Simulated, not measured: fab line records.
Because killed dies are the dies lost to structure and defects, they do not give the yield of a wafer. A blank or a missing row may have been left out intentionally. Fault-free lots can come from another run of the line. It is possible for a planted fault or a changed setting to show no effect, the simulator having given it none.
What tool caused it? || flow nandHarc || at 1 step of a route of 1302, 6 lots with 18 wafers sampled

## WHAT EACH GAUGE READ, for each wafer
NHARC_A_M0_INSPECT_11.
{"lot": "L137", "measured": "day 23 13:55", "on": "defectInspect-01", "rawDefectCount": "59 48 54"}
{"lot": "L138", "measured": "day 23 16:14", "on": "defectInspect-01", "rawDefectCount": "106 90 102"}
{"lot": "L142", "measured": "day 25 21:19", "on": "defectInspect-02", "rawDefectCount": "73 79 74"}
{"lot": "L148", "measured": "day 28 21:44", "on": "defectInspect-01", "rawDefectCount": "116 156 141"}
{"lot": "L153", "measured": "day 30 07:10", "on": "defectInspect-02", "rawDefectCount": "73 70 74"}
{"lot": "L155", "measured": "day 31 03:14", "on": "defectInspect-02", "rawDefectCount": "27 39 23"}

## WHAT TOOL EACH LOT RAN ON (gives the tool, then ch and the chambers of the sampled wafers, and finally the start)
There is no process step in the record ahead of these readings.

## THE ANSWER, worked out from the rows above alone
Rule: what is usual is taken from the lots themselves. Put in order of their means at a reading, lots are off if they are a third of the lots or fewer, leave a main group of 4 or more, and stand apart from it by a gap of 3 or more times the standard deviation of the main group's means; of several such gaps the widest counts. Not used: any main group whose means are identical at the precision the tables above print for the reading. A lot without any number at a reading at which 4 lots or more have one is off too. The other lots that the step has rows for count as sound.
No lot is off on any of the readings shown, so nothing can be concluded from this.

## WHAT THE SIMULATOR HAD INSERTED
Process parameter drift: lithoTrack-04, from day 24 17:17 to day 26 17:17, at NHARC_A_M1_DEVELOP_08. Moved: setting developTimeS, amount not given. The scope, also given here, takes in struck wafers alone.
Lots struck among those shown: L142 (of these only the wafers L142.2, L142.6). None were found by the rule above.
